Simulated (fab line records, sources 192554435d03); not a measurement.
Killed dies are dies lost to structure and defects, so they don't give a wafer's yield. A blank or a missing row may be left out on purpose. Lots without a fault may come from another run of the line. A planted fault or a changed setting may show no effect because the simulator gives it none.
Which tool did it? | flow n5_finfet | 24 lots, 72 wafers sampled, at 6 steps of a route of 1938

WHAT THE GAUGES READ, wafer by wafer
The record holds no reading of a measuring or inspecting step that can be judged against a usual standard deviation.

WHICH TOOL RAN EACH LOT (tool, then ch and the chambers of the sampled wafers, then the start)
lot  | N5_BEOL_M2_SURFACE_TREAT_85  | N5_BEOL_M2_SPUTTER_48        | N5_BEOL_M2_SPUTTER_88        | N5_BEOL_M2_ANNEAL_89         | N5_BEOL_M2_SPUTTER_92        | N5_BEOL_M2_ANNEAL_95
L075 | pvd_sputter-01, day 7 11:53  | pvd_sputter-02, day 7 12:12  | pvd_sputter-02, day 7 13:05  | pvd_sputter-02, day 7 13:10  | pvd_sputter-02, day 7 13:31  | pvd_sputter-02, day 7 13:49
L074 | pvd_sputter-02, day 7 12:10  | pvd_sputter-02, day 7 14:02  | pvd_sputter-02, day 7 14:55  | pvd_sputter-02, day 7 15:00  | pvd_sputter-02, day 7 15:22  | pvd_sputter-02, day 7 15:40
L076 | pvd_sputter-02, day 7 18:25  | pvd_sputter-02, day 7 18:42  | pvd_sputter-02, day 7 19:35  | pvd_sputter-02, day 7 19:40  | pvd_sputter-02, day 7 20:01  | pvd_sputter-02, day 7 20:19
L078 | pvd_sputter-03, day 7 20:21  | pvd_sputter-01, day 7 20:43  | pvd_sputter-01, day 7 21:36  | pvd_sputter-01, day 7 21:41  | pvd_sputter-01, day 7 22:02  | pvd_sputter-01, day 7 22:20
L077 | pvd_sputter-02, day 8 01:20  | pvd_sputter-03, day 8 01:37  | pvd_sputter-03, day 8 02:29  | pvd_sputter-03, day 8 02:34  | pvd_sputter-03, day 8 02:56  | pvd_sputter-03, day 8 03:14
L079 | pvd_sputter-01, day 8 08:08  | pvd_sputter-02, day 8 08:26  | pvd_sputter-02, day 8 09:19  | pvd_sputter-02, day 8 09:23  | pvd_sputter-02, day 8 09:45  | pvd_sputter-02, day 8 10:03
L080 | pvd_sputter-01, day 8 10:04  | pvd_sputter-01, day 8 10:19  | pvd_sputter-01, day 8 11:12  | pvd_sputter-01, day 8 11:17  | pvd_sputter-01, day 8 11:38  | pvd_sputter-01, day 8 11:56
L081 | pvd_sputter-01, day 8 10:06  | pvd_sputter-02, day 8 10:22  | pvd_sputter-02, day 8 11:15  | pvd_sputter-02, day 8 11:20  | pvd_sputter-02, day 8 11:41  | pvd_sputter-02, day 8 11:59
L082 | pvd_sputter-03, day 8 17:26  | pvd_sputter-03, day 8 17:50  | pvd_sputter-03, day 8 18:43  | pvd_sputter-03, day 8 18:47  | pvd_sputter-03, day 8 19:09  | pvd_sputter-03, day 8 19:27
L083 | pvd_sputter-03, day 9 08:52  | pvd_sputter-02, day 9 09:52  | pvd_sputter-02, day 9 10:45  | pvd_sputter-02, day 9 10:50  | pvd_sputter-02, day 9 11:11  | pvd_sputter-02, day 9 11:29
L084 | pvd_sputter-01, day 10 11:05 | pvd_sputter-03, day 10 11:26 | pvd_sputter-03, day 10 12:19 | pvd_sputter-03, day 10 12:24 | pvd_sputter-03, day 10 12:46 | pvd_sputter-03, day 10 13:04
L085 | pvd_sputter-01, day 10 21:18 | pvd_sputter-02, day 10 21:34 | pvd_sputter-02, day 10 22:26 | pvd_sputter-02, day 10 22:31 | pvd_sputter-02, day 10 22:53 | pvd_sputter-02, day 10 23:11
L086 | pvd_sputter-01, day 10 21:30 | pvd_sputter-01, day 10 21:52 | pvd_sputter-01, day 10 22:44 | pvd_sputter-01, day 10 22:49 | pvd_sputter-01, day 10 23:11 | pvd_sputter-01, day 10 23:29
L088 | pvd_sputter-01, day 11 03:38 | pvd_sputter-03, day 11 03:53 | pvd_sputter-03, day 11 04:46 | pvd_sputter-03, day 11 04:50 | pvd_sputter-03, day 11 05:12 | pvd_sputter-03, day 11 05:30
L087 | pvd_sputter-02, day 11 03:53 | pvd_sputter-02, day 11 04:21 | pvd_sputter-02, day 11 05:14 | pvd_sputter-02, day 11 05:19 | pvd_sputter-02, day 11 05:40 | pvd_sputter-02, day 11 05:58
L089 | pvd_sputter-03, day 11 11:25 | pvd_sputter-01, day 11 13:17 | pvd_sputter-01, day 11 14:10 | pvd_sputter-01, day 11 14:15 | pvd_sputter-01, day 11 14:37 | pvd_sputter-01, day 11 14:55
L090 | pvd_sputter-01, day 11 15:46 | pvd_sputter-01, day 11 16:02 | pvd_sputter-01, day 11 16:55 | pvd_sputter-01, day 11 17:00 | pvd_sputter-01, day 11 17:22 | pvd_sputter-01, day 11 17:40
L091 | pvd_sputter-03, day 11 15:50 | pvd_sputter-02, day 11 16:11 | pvd_sputter-02, day 11 17:04 | pvd_sputter-02, day 11 17:08 | pvd_sputter-02, day 11 17:30 | pvd_sputter-02, day 11 17:48
L093 | pvd_sputter-02, day 11 19:41 | pvd_sputter-02, day 11 19:56 | pvd_sputter-02, day 11 20:49 | pvd_sputter-02, day 11 20:54 | pvd_sputter-02, day 11 21:16 | pvd_sputter-02, day 11 21:34
L092 | pvd_sputter-02, day 11 22:14 | pvd_sputter-01, day 11 22:31 | pvd_sputter-01, day 11 23:24 | pvd_sputter-01, day 12 02:47 | pvd_sputter-01, day 12 03:08 | pvd_sputter-01, day 12 03:26
L095 | pvd_sputter-01, day 12 04:13 | pvd_sputter-02, day 12 04:33 | pvd_sputter-02, day 12 05:26 | pvd_sputter-02, day 12 05:31 | pvd_sputter-02, day 12 05:52 | pvd_sputter-02, day 12 06:10
L094 | pvd_sputter-01, day 12 12:11 | pvd_sputter-03, day 12 12:29 | pvd_sputter-03, day 12 13:22 | pvd_sputter-03, day 12 13:27 | pvd_sputter-03, day 12 13:49 | pvd_sputter-03, day 12 14:07
L096 | pvd_sputter-01, day 12 22:14 | pvd_sputter-03, day 12 22:29 | pvd_sputter-03, day 12 23:22 | pvd_sputter-03, day 12 23:27 | pvd_sputter-03, day 12 23:49 | pvd_sputter-03, day 13 00:07
L097 | pvd_sputter-03, day 13 10:29 | pvd_sputter-01, day 13 10:46 | pvd_sputter-01, day 13 11:38 | pvd_sputter-01, day 13 11:43 | pvd_sputter-01, day 13 12:05 | pvd_sputter-01, day 13 12:23
- N5_BEOL_M2_SURFACE_TREAT_85
- N5_BEOL_M2_SPUTTER_48: material Cu, target thk 4.5 nm, time 8.29 s.
- N5_BEOL_M2_SPUTTER_88: material Cu, target thk 4.5 nm, time 8.29 s.
- N5_BEOL_M2_ANNEAL_89: time 240 s.
- N5_BEOL_M2_SPUTTER_92: material Cu, target thk 4.5 nm, time 8.29 s.
- N5_BEOL_M2_ANNEAL_95: time 240 s.

WHAT THE TOOLS THEMSELVES READ (means of the sampled wafers that have a number; where no wafer has one, the mark that the record gives instead)
N5_BEOL_M2_SPUTTER_48. Usual: throttle_valve_pct 30.3 %, standard deviation 1.3.
lot  | tool           | throttle_valve_pct (%) | flag
L075 | pvd_sputter-02 | 31.0                   |
L074 | pvd_sputter-02 | 30.6                   |
L076 | pvd_sputter-02 | 30.0                   |
L078 | pvd_sputter-01 | 32.4                   |
L077 | pvd_sputter-03 | 30.1                   |
L079 | pvd_sputter-02 | 30.0                   |
L080 | pvd_sputter-01 | 31.2                   |
L081 | pvd_sputter-02 | 30.4                   |
L082 | pvd_sputter-03 | 30.3                   |
L083 | pvd_sputter-02 | 30.2                   |
L084 | pvd_sputter-03 | 30.3                   |
L085 | pvd_sputter-02 | 29.4                   |
L086 | pvd_sputter-01 | 30.8                   |
L088 | pvd_sputter-03 | 29.9                   |
L087 | pvd_sputter-02 | 30.9                   |
L089 | pvd_sputter-01 | 31.3                   |
L090 | pvd_sputter-01 | 30.6                   |
L091 | pvd_sputter-02 | 30.0                   |
L093 | pvd_sputter-02 | 29.0                   |
L092 | pvd_sputter-01 | 31.1                   |
L095 | pvd_sputter-02 | 28.9                   |
L094 | pvd_sputter-03 | 30.2                   |
L096 | pvd_sputter-03 | 29.4                   |
L097 | pvd_sputter-01 | 30.8                   |

N5_BEOL_M2_SPUTTER_88. Usual: throttle_valve_pct 30.3 %, standard deviation 1.3.
lot  | tool           | throttle_valve_pct (%) | flag
L075 | pvd_sputter-02 | 31.2                   |
L074 | pvd_sputter-02 | 30.5                   |
L076 | pvd_sputter-02 | 30.2                   |
L078 | pvd_sputter-01 | 32.6                   |
L077 | pvd_sputter-03 | 30.1                   |
L079 | pvd_sputter-02 | 29.8                   |
L080 | pvd_sputter-01 | 31.0                   |
L081 | pvd_sputter-02 | 30.3                   |
L082 | pvd_sputter-03 | 30.1                   |
L083 | pvd_sputter-02 | 30.3                   |
L084 | pvd_sputter-03 | 30.3                   |
L085 | pvd_sputter-02 | 29.3                   |
L086 | pvd_sputter-01 | 30.7                   |
L088 | pvd_sputter-03 | 29.8                   |
L087 | pvd_sputter-02 | 31.1                   |
L089 | pvd_sputter-01 | 31.2                   |
L090 | pvd_sputter-01 | 30.5                   |
L091 | pvd_sputter-02 | 30.1                   |
L093 | pvd_sputter-02 | 28.9                   |
L092 | pvd_sputter-01 | 31.2                   |
L095 | pvd_sputter-02 | 29.0                   |
L094 | pvd_sputter-03 | 30.0                   |
L096 | pvd_sputter-03 | 29.5                   |
L097 | pvd_sputter-01 | 31.0                   |

N5_BEOL_M2_ANNEAL_89. Usual: heater_power_w 821 W, standard deviation 72.
lot  | tool           | heater_power_w (W) | flag
L075 | pvd_sputter-02 | 851                |
L074 | pvd_sputter-02 | 919                |
L076 | pvd_sputter-02 | 873                |
L078 | pvd_sputter-01 | 784                |
L077 | pvd_sputter-03 | 787                |
L079 | pvd_sputter-02 | 872                |
L080 | pvd_sputter-01 | 824                |
L081 | pvd_sputter-02 | 822                |
L082 | pvd_sputter-03 | 843                |
L083 | pvd_sputter-02 | 815                |
L084 | pvd_sputter-03 | 779                |
L085 | pvd_sputter-02 | 828                |
L086 | pvd_sputter-01 | 767                |
L088 | pvd_sputter-03 | 883                |
L087 | pvd_sputter-02 | 870                |
L089 | pvd_sputter-01 | 825                |
L090 | pvd_sputter-01 | 770                |
L091 | pvd_sputter-02 | 873                |
L093 | pvd_sputter-02 | 882                |
L092 | pvd_sputter-01 | 796                |
L095 | pvd_sputter-02 | 869                |
L094 | pvd_sputter-03 | 835                |
L096 | pvd_sputter-03 | 834                |
L097 | pvd_sputter-01 | 787                |

N5_BEOL_M2_SPUTTER_92. Usual: throttle_valve_pct 30.3 %, standard deviation 1.3.
lot  | tool           | throttle_valve_pct (%) | flag
L075 | pvd_sputter-02 | 31.0                   |
L074 | pvd_sputter-02 | 30.6                   |
L076 | pvd_sputter-02 | 30.0                   |
L078 | pvd_sputter-01 | 32.6                   |
L077 | pvd_sputter-03 | 30.0                   |
L079 | pvd_sputter-02 | 29.9                   |
L080 | pvd_sputter-01 | 31.0                   |
L081 | pvd_sputter-02 | 30.3                   |
L082 | pvd_sputter-03 | 30.1                   |
L083 | pvd_sputter-02 | 30.4                   |
L084 | pvd_sputter-03 | 30.5                   |
L085 | pvd_sputter-02 | 29.4                   |
L086 | pvd_sputter-01 | 30.7                   |
L088 | pvd_sputter-03 | 29.9                   |
L087 | pvd_sputter-02 | 30.9                   |
L089 | pvd_sputter-01 | 31.2                   |
L090 | pvd_sputter-01 | 30.7                   |
L091 | pvd_sputter-02 | 30.0                   |
L093 | pvd_sputter-02 | 28.9                   |
L092 | pvd_sputter-01 | 31.0                   |
L095 | pvd_sputter-02 | 28.9                   |
L094 | pvd_sputter-03 | 30.1                   |
L096 | pvd_sputter-03 | 29.5                   |
L097 | pvd_sputter-01 | 30.8                   |

N5_BEOL_M2_ANNEAL_95. Usual: heater_power_w 822 W, standard deviation 71.
lot  | tool           | heater_power_w (W) | flag
L075 | pvd_sputter-02 | 860                |
L074 | pvd_sputter-02 | 915                |
L076 | pvd_sputter-02 | 883                |
L078 | pvd_sputter-01 | 783                |
L077 | pvd_sputter-03 | 791                |
L079 | pvd_sputter-02 | 878                |
L080 | pvd_sputter-01 | 817                |
L081 | pvd_sputter-02 | 816                |
L082 | pvd_sputter-03 | 852                |
L083 | pvd_sputter-02 | 820                |
L084 | pvd_sputter-03 | 761                |
L085 | pvd_sputter-02 | 831                |
L086 | pvd_sputter-01 | 784                |
L088 | pvd_sputter-03 | 875                |
L087 | pvd_sputter-02 | 872                |
L089 | pvd_sputter-01 | 822                |
L090 | pvd_sputter-01 | 784                |
L091 | pvd_sputter-02 | 863                |
L093 | pvd_sputter-02 | 868                |
L092 | pvd_sputter-01 | 809                |
L095 | pvd_sputter-02 | 878                |
L094 | pvd_sputter-03 | 851                |
L096 | pvd_sputter-03 | 836                |
L097 | pvd_sputter-01 | 789                |

THE ANSWER, worked out from the rows above alone
Rule: a lot is off if the mean of its wafers that have a number lies more than 3 standard deviations from the usual mean. A lot without any number at a reading at which 4 lots or more have one is off too. The other lots that the step has rows for count as sound. The gauges are gone through in route order, then the tools' own readings, and for those a lot's mean is taken as printed above. The first step at which some lot is off is used, and at that step the reading that is off furthest; a lot without a number counts as furthest.
No lot is off at any reading shown: from this, nothing can be told.

WHAT THE SIMULATOR HAD PUT IN
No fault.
